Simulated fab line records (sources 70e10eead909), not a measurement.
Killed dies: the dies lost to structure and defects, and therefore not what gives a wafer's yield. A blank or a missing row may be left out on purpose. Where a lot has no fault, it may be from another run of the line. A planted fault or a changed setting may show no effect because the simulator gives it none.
The tool behind it: which one? || flow nand-harc || 14 lots, 42 wafers sampled, at 5 steps of a route of 1159

WHAT EACH GAUGE READ, for each wafer
NHARC_P_BONDPAD_THK_MEAS_20: measures by xrf.
{"lot": "L769", "measured": "day 7 02:25", "on": "film-metro-01", "thk-nm (nm)": "161.8 162.4 161.2"}
{"lot": "L770", "measured": "day 7 05:34", "on": "film-metro-02", "thk-nm (nm)": "162.3 162.0 163.9"}
{"lot": "L771", "measured": "day 7 06:25", "on": "film-metro-01", "thk-nm (nm)": "159.7 160.9 162.2"}
{"lot": "L775", "measured": "day 8 18:17", "on": "film-metro-02", "thk-nm (nm)": "161.9 162.2 161.0"}
{"lot": "L779", "measured": "day 9 05:07", "on": "film-metro-02", "thk-nm (nm)": "29.9 30.7 29.3"}
{"lot": "L778", "measured": "day 9 05:47", "on": "film-metro-01", "thk-nm (nm)": "30.0 30.5 30.3"}
{"lot": "L783", "measured": "day 10 13:11", "on": "film-metro-01", "thk-nm (nm)": "162.5 162.3 161.3"}
{"lot": "L786", "measured": "day 10 20:19", "on": "film-metro-01", "thk-nm (nm)": "161.5 162.0 163.9"}
{"lot": "L785", "measured": "day 10 22:03", "on": "film-metro-01", "thk-nm (nm)": "161.2 160.6 162.0"}
{"lot": "L787", "measured": "day 11 03:40", "on": "film-metro-02", "thk-nm (nm)": "162.2 161.2 162.2"}
{"lot": "L788", "measured": "day 11 15:35", "on": "film-metro-01", "thk-nm (nm)": "158.9 159.3 161.1"}
{"lot": "L789", "measured": "day 11 16:50", "on": "film-metro-02", "thk-nm (nm)": "162.3 160.4 162.4"}
{"lot": "L791", "measured": "day 11 23:16", "on": "film-metro-01", "thk-nm (nm)": "161.4 162.1 160.3"}
{"lot": "L790", "measured": "day 12 01:01", "on": "film-metro-01", "thk-nm (nm)": "159.9 161.1 162.1"}

TOOL THAT RAN EACH LOT (tool first, then ch and the chambers of the sampled wafers, then the start)
{"lot": "L769", "NHARC_P_BONDPAD_DEP_00": "pecvd-03 ch 0,1,2, day 6 22:52", "NHARC_P_BONDPAD_DEGAS_25": "pvd-sputter-03, day 7 01:00", "NHARC_P_BONDPAD_PRE_CLEAN_26": "pvd-sputter-03, day 7 01:27 or earlier", "NHARC_P_BONDPAD_ECD_18": "ecd-cu-02 ch 0,1, day 7 01:27"}
{"lot": "L770", "NHARC_P_BONDPAD_DEP_00": "pecvd-03 ch 0,2, day 7 01:44", "NHARC_P_BONDPAD_DEGAS_25": "pvd-sputter-03, day 7 04:10", "NHARC_P_BONDPAD_PRE_CLEAN_26": "pvd-sputter-03, day 7 04:31 or earlier", "NHARC_P_BONDPAD_ECD_18": "ecd-cu-01 ch 0,1, day 7 04:31"}
{"lot": "L771", "NHARC_P_BONDPAD_DEP_00": "pecvd-04 ch 1,2, day 7 02:32", "NHARC_P_BONDPAD_DEGAS_25": "pvd-sputter-01, day 7 04:58", "NHARC_P_BONDPAD_PRE_CLEAN_26": "pvd-sputter-01, day 7 05:19 or earlier", "NHARC_P_BONDPAD_ECD_18": "ecd-cu-02 ch 0,1, day 7 05:19"}
{"lot": "L775", "NHARC_P_BONDPAD_DEP_00": "pecvd-04 ch 1,2, day 8 14:27", "NHARC_P_BONDPAD_DEGAS_25": "pvd-sputter-02, day 8 16:45", "NHARC_P_BONDPAD_PRE_CLEAN_26": "pvd-sputter-02, day 8 17:14 or earlier", "NHARC_P_BONDPAD_ECD_18": "ecd-cu-01 ch 0,1, day 8 17:14"}
{"lot": "L779", "NHARC_P_BONDPAD_DEP_00": "pecvd-04 ch 0,1,2, day 9 03:43 or earlier", "NHARC_P_BONDPAD_DEGAS_25": "pvd-sputter-02, day 9 03:43", "NHARC_P_BONDPAD_PRE_CLEAN_26": "pvd-sputter-02, day 9 04:04 or earlier", "NHARC_P_BONDPAD_ECD_18": "ecd-cu-01 ch 0,1, day 9 04:04"}
{"lot": "L778", "NHARC_P_BONDPAD_DEP_00": "pecvd-04 ch 0,1,2, day 9 01:59", "NHARC_P_BONDPAD_DEGAS_25": "pvd-sputter-01, day 9 04:22", "NHARC_P_BONDPAD_PRE_CLEAN_26": "pvd-sputter-01, day 9 04:43 or earlier", "NHARC_P_BONDPAD_ECD_18": "ecd-cu-02 ch 0,1, day 9 04:43"}
{"lot": "L783", "NHARC_P_BONDPAD_DEP_00": "pecvd-03 ch 0,1,2, day 10 09:21", "NHARC_P_BONDPAD_DEGAS_25": "pvd-sputter-02, day 10 11:45", "NHARC_P_BONDPAD_PRE_CLEAN_26": "pvd-sputter-02, day 10 12:08 or earlier", "NHARC_P_BONDPAD_ECD_18": "ecd-cu-01 ch 0,1, day 10 12:08"}
{"lot": "L786", "NHARC_P_BONDPAD_DEP_00": "pecvd-03 ch 0,2, day 10 16:28", "NHARC_P_BONDPAD_DEGAS_25": "pvd-sputter-03, day 10 18:53", "NHARC_P_BONDPAD_PRE_CLEAN_26": "pvd-sputter-03, day 10 19:18 or earlier", "NHARC_P_BONDPAD_ECD_18": "ecd-cu-01 ch 0,1, day 10 19:18"}
{"lot": "L785", "NHARC_P_BONDPAD_DEP_00": "pecvd-03 ch 0,1,2, day 10 20:38 or earlier", "NHARC_P_BONDPAD_DEGAS_25": "pvd-sputter-02, day 10 20:38", "NHARC_P_BONDPAD_PRE_CLEAN_26": "pvd-sputter-02, day 10 21:06 or earlier", "NHARC_P_BONDPAD_ECD_18": "ecd-cu-02 ch 0,1, day 10 21:06"}
{"lot": "L787", "NHARC_P_BONDPAD_DEP_00": "pecvd-03 ch 0,2, day 11 00:00", "NHARC_P_BONDPAD_DEGAS_25": "pvd-sputter-02, day 11 02:16", "NHARC_P_BONDPAD_PRE_CLEAN_26": "pvd-sputter-02, day 11 02:41 or earlier", "NHARC_P_BONDPAD_ECD_18": "ecd-cu-01 ch 0, day 11 02:41"}
{"lot": "L788", "NHARC_P_BONDPAD_DEP_00": "pecvd-01 ch 0,1, day 11 11:49", "NHARC_P_BONDPAD_DEGAS_25": "pvd-sputter-01, day 11 14:11", "NHARC_P_BONDPAD_PRE_CLEAN_26": "pvd-sputter-01, day 11 14:32 or earlier", "NHARC_P_BONDPAD_ECD_18": "ecd-cu-01 ch 0,1, day 11 14:32"}
{"lot": "L789", "NHARC_P_BONDPAD_DEP_00": "pecvd-03 ch 0,1, day 11 15:26 or earlier", "NHARC_P_BONDPAD_DEGAS_25": "pvd-sputter-02, day 11 15:26", "NHARC_P_BONDPAD_PRE_CLEAN_26": "pvd-sputter-02, day 11 15:48 or earlier", "NHARC_P_BONDPAD_ECD_18": "ecd-cu-01 ch 0,1, day 11 15:48"}
{"lot": "L791", "NHARC_P_BONDPAD_DEP_00": "pecvd-01 ch 0,1, day 11 21:52 or earlier", "NHARC_P_BONDPAD_DEGAS_25": "pvd-sputter-03, day 11 21:52", "NHARC_P_BONDPAD_PRE_CLEAN_26": "pvd-sputter-03, day 11 22:16 or earlier", "NHARC_P_BONDPAD_ECD_18": "ecd-cu-01 ch 0,1, day 11 22:16"}
{"lot": "L790", "NHARC_P_BONDPAD_DEP_00": "pecvd-04 ch 0,2, day 11 23:37 or earlier", "NHARC_P_BONDPAD_DEGAS_25": "pvd-sputter-02, day 11 23:37", "NHARC_P_BONDPAD_PRE_CLEAN_26": "pvd-sputter-02, day 12 00:01 or earlier", "NHARC_P_BONDPAD_ECD_18": "ecd-cu-02 ch 0,1, day 12 00:01"}
- NHARC_P_BONDPAD_DEP_00: deposits SiCN, target thk 250 nm.
- NHARC_P_BONDPAD_DEGAS_25: time 60 s.
- NHARC_P_BONDPAD_PRE_CLEAN_26: time 30 s.
- NHARC_P_BONDPAD_ECD_18: material Cu, target thk 400 nm.

AS READ BY THE TOOLS THEMSELVES (means over the sampled wafers that have a number; for cases with no such wafer, the mark the record gives instead)
NHARC_P_BONDPAD_DEP_00.
{"lot": "L769", "tool": "pecvd-03", "heater-power-w (W)": 564}
{"lot": "L770", "tool": "pecvd-03", "heater-power-w (W)": 573}
{"lot": "L771", "tool": "pecvd-04", "heater-power-w (W)": 603}
{"lot": "L775", "tool": "pecvd-04", "heater-power-w (W)": 641}
{"lot": "L779", "tool": "pecvd-04", "heater-power-w (W)": 542}
{"lot": "L778", "tool": "pecvd-04", "heater-power-w (W)": 540}
{"lot": "L783", "tool": "pecvd-03", "heater-power-w (W)": 559}
{"lot": "L786", "tool": "pecvd-03", "heater-power-w (W)": 606}
{"lot": "L785", "tool": "pecvd-03", "heater-power-w (W)": 595}
{"lot": "L787", "tool": "pecvd-03", "heater-power-w (W)": 539}
{"lot": "L788", "tool": "pecvd-01", "heater-power-w (W)": 584}
{"lot": "L789", "tool": "pecvd-03", "heater-power-w (W)": 527}
{"lot": "L791", "tool": "pecvd-01", "heater-power-w (W)": 540}
{"lot": "L790", "tool": "pecvd-04", "heater-power-w (W)": 651}

NHARC_P_BONDPAD_DEGAS_25.
{"lot": "L769", "tool": "pvd-sputter-03", "heater-power-w (W)": 446}
{"lot": "L770", "tool": "pvd-sputter-03", "heater-power-w (W)": 468}
{"lot": "L771", "tool": "pvd-sputter-01", "heater-power-w (W)": 426}
{"lot": "L775", "tool": "pvd-sputter-02", "heater-power-w (W)": 440}
{"lot": "L779", "tool": "pvd-sputter-02", "heater-power-w (W)": 475}
{"lot": "L778", "tool": "pvd-sputter-01", "heater-power-w (W)": 454}
{"lot": "L783", "tool": "pvd-sputter-02", "heater-power-w (W)": 443}
{"lot": "L786", "tool": "pvd-sputter-03", "heater-power-w (W)": 450}
{"lot": "L785", "tool": "pvd-sputter-02", "heater-power-w (W)": 441}
{"lot": "L787", "tool": "pvd-sputter-02", "heater-power-w (W)": 485}
{"lot": "L788", "tool": "pvd-sputter-01", "heater-power-w (W)": 452}
{"lot": "L789", "tool": "pvd-sputter-02", "heater-power-w (W)": 471}
{"lot": "L791", "tool": "pvd-sputter-03", "heater-power-w (W)": 456}
{"lot": "L790", "tool": "pvd-sputter-02", "heater-power-w (W)": 465}

NHARC_P_BONDPAD_PRE_CLEAN_26.
{"lot": "L769", "tool": "pvd-sputter-03", "heater-power-w (W)": 376}
{"lot": "L770", "tool": "pvd-sputter-03", "heater-power-w (W)": 410}
{"lot": "L771", "tool": "pvd-sputter-01", "heater-power-w (W)": 407}
{"lot": "L775", "tool": "pvd-sputter-02", "heater-power-w (W)": 380}
{"lot": "L779", "tool": "pvd-sputter-02", "heater-power-w (W)": 406}
{"lot": "L778", "tool": "pvd-sputter-01", "heater-power-w (W)": 408}
{"lot": "L783", "tool": "pvd-sputter-02", "heater-power-w (W)": 390}
{"lot": "L786", "tool": "pvd-sputter-03", "heater-power-w (W)": 415}
{"lot": "L785", "tool": "pvd-sputter-02", "heater-power-w (W)": 407}
{"lot": "L787", "tool": "pvd-sputter-02", "heater-power-w (W)": 392}
{"lot": "L788", "tool": "pvd-sputter-01", "heater-power-w (W)": 396}
{"lot": "L789", "tool": "pvd-sputter-02", "heater-power-w (W)": 390}
{"lot": "L791", "tool": "pvd-sputter-03", "heater-power-w (W)": 388}
{"lot": "L790", "tool": "pvd-sputter-02", "heater-power-w (W)": 407}

NHARC_P_BONDPAD_ECD_18.
{"lot": "L769", "tool": "ecd-cu-02", "bath-heat-duty-pct (%)": 6.5, "bath-temp-c (C)": 24.96}
{"lot": "L770", "tool": "ecd-cu-01", "bath-heat-duty-pct (%)": 7.4, "bath-temp-c (C)": 24.87}
{"lot": "L771", "tool": "ecd-cu-02", "bath-heat-duty-pct (%)": 7.0, "bath-temp-c (C)": 24.94}
{"lot": "L775", "tool": "ecd-cu-01", "bath-heat-duty-pct (%)": 6.9, "bath-temp-c (C)": 24.91}
{"lot": "L779", "tool": "ecd-cu-01", "bath-heat-duty-pct (%)": "-", "bath-temp-c (C)": "-"}
{"lot": "L778", "tool": "ecd-cu-02", "bath-heat-duty-pct (%)": "-", "bath-temp-c (C)": "-"}
{"lot": "L783", "tool": "ecd-cu-01", "bath-heat-duty-pct (%)": 6.9, "bath-temp-c (C)": 25.00}
{"lot": "L786", "tool": "ecd-cu-01", "bath-heat-duty-pct (%)": 6.9, "bath-temp-c (C)": 25.07}
{"lot": "L785", "tool": "ecd-cu-02", "bath-heat-duty-pct (%)": 5.8, "bath-temp-c (C)": 25.06}
{"lot": "L787", "tool": "ecd-cu-01", "bath-heat-duty-pct (%)": 6.0, "bath-temp-c (C)": 24.97}
{"lot": "L788", "tool": "ecd-cu-01", "bath-heat-duty-pct (%)": 7.3, "bath-temp-c (C)": 25.00}
{"lot": "L789", "tool": "ecd-cu-01", "bath-heat-duty-pct (%)": 6.8, "bath-temp-c (C)": 25.06}
{"lot": "L791", "tool": "ecd-cu-01", "bath-heat-duty-pct (%)": 7.1, "bath-temp-c (C)": 25.10}
{"lot": "L790", "tool": "ecd-cu-02", "bath-heat-duty-pct (%)": 5.9, "bath-temp-c (C)": 25.01}

THE ANSWER, worked out from the rows above alone
Rule: the lots themselves supply what counts as usual. The widest of any qualifying gaps counts: lots, ordered by their means at a reading, are off when they make up no more than a third of the lots, leave a main group of 4 or more, and stand apart from it by 3 or more times the standard deviation of that group's means. The tables above print the reading to a certain number of digits; a main group whose means all agree to those digits is not used. Also off: a lot with no number at a reading for which 4 or more lots have one. Where the step has rows for the other lots, those lots are counted as sound. The gauges are gone through in route order, then the tools' own readings, and for those a lot's mean is taken as printed above. The first step at which some lot is off is used, and at that step the reading that is off furthest; a lot without a number counts as furthest.
Off, at NHARC_P_BONDPAD_THK_MEAS_20 on thk-nm: L779, L778. The main group: mean 161.5 nm, standard deviation 0.75.
A tool fits if, at a process step before that reading, it ran every lot that is off, and no sound lot after the first of them. The gauges at NHARC_P_BONDPAD_THK_MEAS_20 aren't tried: what is off there is off at NHARC_P_BONDPAD_ECD_18 too, on other tools, and a gauge's error can't cause that. NHARC_P_BONDPAD_DEP_00: start missing for some lots; hours and lot order therefore follow NHARC_P_BONDPAD_DEGAS_25. NHARC_P_BONDPAD_PRE_CLEAN_26: start missing for some lots; hours and lot order therefore follow NHARC_P_BONDPAD_ECD_18. None of those tried fits.

WHAT HAD BEEN PUT IN BY THE SIMULATOR
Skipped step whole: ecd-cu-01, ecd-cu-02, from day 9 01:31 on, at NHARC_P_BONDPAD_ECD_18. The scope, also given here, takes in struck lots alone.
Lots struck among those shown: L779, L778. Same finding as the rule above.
